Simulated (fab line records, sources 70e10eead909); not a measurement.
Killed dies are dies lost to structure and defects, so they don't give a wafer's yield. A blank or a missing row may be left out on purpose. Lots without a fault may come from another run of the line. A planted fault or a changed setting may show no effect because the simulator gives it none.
Chamber matching | flow nand_harc | NHARC_A_CHANNEL_FILL_D1_ALD_25 on ald_hk-01: 4 sister chambers
The step deposits SiOx, target thk 60 nm, pulse time 10 s, ald cycles 600. 16 wafers are shown with their chamber, then 8 later ones without.

WAFERS WITH THEIR CHAMBER
wafer  | chamber | precursor_pulse_height_rel | heater_power_w (W)
L075.1 | 0       | 1.000                      | 462
L075.5 | 3       | 1.000                      | 451
L075.6 | 2       | 1.036                      | 454
L078.3 | 0       | 1.018                      | 440
L078.1 | 2       | 1.016                      | 451
L078.5 | 1       | 1.016                      | 459
L079.3 | 3       | 0.970                      | 448
L079.1 | 0       | 1.039                      | 449
L079.2 | 2       | 0.991                      | 457
L079.4 | 1       | 1.015                      | 450
L079.5 | 3       | 1.000                      | 446
L079.6 | 0       | 0.997                      | 451
L089.4 | 2       | 0.965                      | 467
L089.3 | 0       | 0.993                      | 467
L089.5 | 1       | 1.018                      | 432
L090.3 | 2       | 0.976                      | 450

SIGNATURES (means of the wafers above)
reading                    | chamber 0 | chamber 1 | chamber 2 | chamber 3 | scatter within a chamber
precursor_pulse_height_rel | 1.00940   | 1.01633   | 0.99680   | 0.99000   | 0.0213
heater_power_w             | 453.80    | 447.00    | 455.80    | 448.33    | 9.31
Rule: a wafer's distance from a chamber is the root of the sum, over the readings, of the square of ((its reading less the chamber's mean) divided by the reading's scatter). The wafer belongs to the nearest chamber; if the next one is less than 2 further off, it can't be placed. The scatter: the root of (the sum of the squares of (reading less its chamber's mean) over the shown wafers, divided by (wafers less chambers)).

WAFERS WITHOUT THEIR CHAMBER
wafer  | precursor_pulse_height_rel | heater_power_w (W)
L090.1 | 1.017                      | 453
L090.6 | 1.035                      | 464
L094.4 | 1.048                      | 458
L094.1 | 1.050                      | 450
L094.5 | 1.013                      | 468
L095.2 | 0.997                      | 437
L095.5 | 1.012                      | 468
L095.6 | 1.026                      | 451

WHICH CHAMBER EACH WENT THROUGH
wafer  | from the rows above               | in truth
L090.1 | can't be placed: 0 or 1 or 2 or 3 | 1
L090.6 | can't be placed: 0 or 2 or 1 or 3 | 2
L094.4 | can't be placed: 0 or 1 or 2 or 3 | 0
L094.1 | can't be placed: 1 or 0 or 2 or 3 | 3
L094.5 | can't be placed: 2 or 0 or 1 or 3 | 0
L095.2 | can't be placed: 3 or 1 or 0 or 2 | 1
L095.5 | can't be placed: 2 or 0 or 1 or 3 | 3
L095.6 | can't be placed: 1 or 0 or 2 or 3 | 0
Placed correctly: 0 of 8. Can't be placed from these rows: 8 (the true chamber is among the candidates in 8). Placed wrongly: 0.
